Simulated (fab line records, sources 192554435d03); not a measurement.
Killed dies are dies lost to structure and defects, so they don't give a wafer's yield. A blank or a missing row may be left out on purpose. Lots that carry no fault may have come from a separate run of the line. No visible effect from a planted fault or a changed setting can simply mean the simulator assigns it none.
Matching of chambers -- flow n5 finfet -- N5_BEOL_M4_CO_CAP_55 on cvd co-02: 3 sister chambers
The step material Co, precursor CCTBA/H2, target thk 2 nm, time 102.1 s. 6 wafers are shown with their chamber, then 10 later ones without.

== WAFERS, EACH WITH ITS CHAMBER ==
wafer,chamber,heater power w (W)
L088.5,2,238
L089.1,2,237
L089.2,1,220
L089.3,0,229
L090.1,1,222
L090.5,0,224

== WAFERS WHOSE CHAMBER IS MISSING ==
wafer,heater power w (W)
L090.6,220
L094.2,242
L094.5,221
L094.6,222
L096.4,222
L096.5,238
L096.6,226
L097.1,226
L097.2,240
L097.6,220

== EACH ONE'S CHAMBER ==
wafer,from the rows above,in truth
L090.6,1,1
L094.2,2,2
L094.5,1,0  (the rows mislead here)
L094.6,can't be placed: 1 or 0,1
L096.4,can't be placed: 1 or 0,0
L096.5,2,2
L096.6,0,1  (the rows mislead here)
L097.1,0,0
L097.2,2,2
L097.6,1,1
Placed correctly: 6 of 10. From these rows, 2 cannot be placed; in 2 the true chamber is one of the candidates. Placed wrongly: 2.
How it was worked out, from the rows above alone: a wafer's distance from a chamber is the root of the sum, over the readings, of the square of ((its reading less the chamber's mean) divided by the reading's scatter). The wafer belongs to the nearest chamber; if the next one is less than 2 further off, it can't be placed. For every chamber, the mean is computed from those of its wafers that are shown. The scatter is the square root of a quotient: the sum, over the shown wafers, of each reading's squared deviation from its chamber's mean, divided by wafers minus chambers.
